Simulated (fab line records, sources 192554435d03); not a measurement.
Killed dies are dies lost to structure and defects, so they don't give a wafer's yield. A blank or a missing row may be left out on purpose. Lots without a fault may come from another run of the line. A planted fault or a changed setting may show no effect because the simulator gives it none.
One fault seen from 3 desks | flow n5_finfet | each desk has only its own numbers; what lay behind them comes last

THE DEFECT DESK
What the inspections along the route counted, lot by lot: means of the sampled wafers that have a number. A lot is out of limits, marked OUT, if its mean lies more than 4 standard deviations from the usual mean; the brackets give that distance.
Columns: A = raw_defect_count at N5_BEOL_M8_INSPECT_58, usual 71; B = raw_defect_count at N5_BEOL_M9_INSPECT_13, usual 408
lot  | first seen here | A   | B
L918 | day 11 05:01    | 86  | 552
L922 | day 12 13:13    | 34  | 412
L924 | day 13 07:20    | 54  | 591
L927 | day 13 18:42    | 58  | 392
L926 | day 14 01:46    | 118 | 544
L929 | day 14 13:05    | 81  | 494
This desk's finding: nothing out of limits on any of the 6 lots.

THE TOOL OWNER'S DESK: litho_track-04
The tool's own readings at N5_BEOL_M9_COAT_05 (resist thk 90 nm): means of the sampled wafers that have a number, for each lot that ran on this tool. A lot is out of limits, marked OUT, if its mean lies more than 4 standard deviations from the usual mean; the brackets give that distance.
Columns: A = dispense_pressure_kPa at N5_BEOL_M9_COAT_05, usual 48.2 kPa; B = spin_speed_rpm at N5_BEOL_M9_COAT_05, usual 1500.0 rpm
lot  | first seen here | A    | B
L918 | day 11 05:55    | 44.9 | 1500.6
L922 | day 12 14:50    | 44.9 | 1500.6
L927 | day 13 20:13    | 44.9 | 1754.0 (+99 or more) OUT
L926 | day 14 04:35    | 44.8 | 1754.0 (+99 or more) OUT
This desk's finding: out of limits on L926, L927; first on L927, day 13 20:13 (spin_speed_rpm at N5_BEOL_M9_COAT_05). In limits: L918, L922.

THE METROLOGY DESK
What the gauges read, lot by lot, whatever tool the lot ran on: means of the sampled wafers that have a number. A lot is out of limits, marked OUT, if its mean lies more than 4 standard deviations from the usual mean; the brackets give that distance.
Columns: A = M8_THK at N5_BEOL_M8_THK_MEAS_53, usual 80.9 nm; B = M8_RS at N5_BEOL_M8_RS_MEAS_57, usual 0.282 ohm/sq; C = M9_ILD_THK at N5_BEOL_M9_THK_MEAS_01, usual 266 nm; D = cd_nm at N5_BEOL_M9_CD_MEAS_11, usual 63.4 nm; E = M9_OVL at N5_BEOL_M9_OVL_MEAS_12, usual 0.4 nm
lot  | first seen here | A    | B     | C   | D    | E
L918 | day 11 04:52    | 80.7 | 0.282 | 266 | 64.3 | 0.5
L922 | day 12 13:03    | 80.8 | 0.282 | 262 | 62.7 | 0.4
L924 | day 13 07:11    | 80.8 | 0.282 | 266 | 63.7 | 0.6
L927 | day 13 18:32    | 80.3 | 0.283 | 268 | 63.6 | 0.4
L926 | day 14 01:37    | 80.6 | 0.283 | 272 | 64.4 | -0.3
L929 | day 14 12:56    | 81.6 | 0.280 | 266 | 64.6 | 0.3
This desk's finding: nothing out of limits on any of the 6 lots.

PUT TOGETHER
The tool owner's desk could have raised an alarm at day 13 20:13, on L926, L927.
The defect desk saw nothing out of limits.
The metrology desk saw nothing out of limits.
The defect desk has L926, L927 on record, within its limits.
The metrology desk has L926, L927 on record, within its limits.
Of the lots named, all ran N5_BEOL_M9_COAT_05 on litho_track-04.

WHAT THE SIMULATOR HAD PUT IN
Process parameter drift: litho_track-04, from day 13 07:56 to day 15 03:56, at N5_BEOL_M9_COAT_05. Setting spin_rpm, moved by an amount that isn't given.
Lots struck among those shown: L926, L927.
Hours from the fault's start to each desk's first reading out of limits: the tool owner's desk, 12.
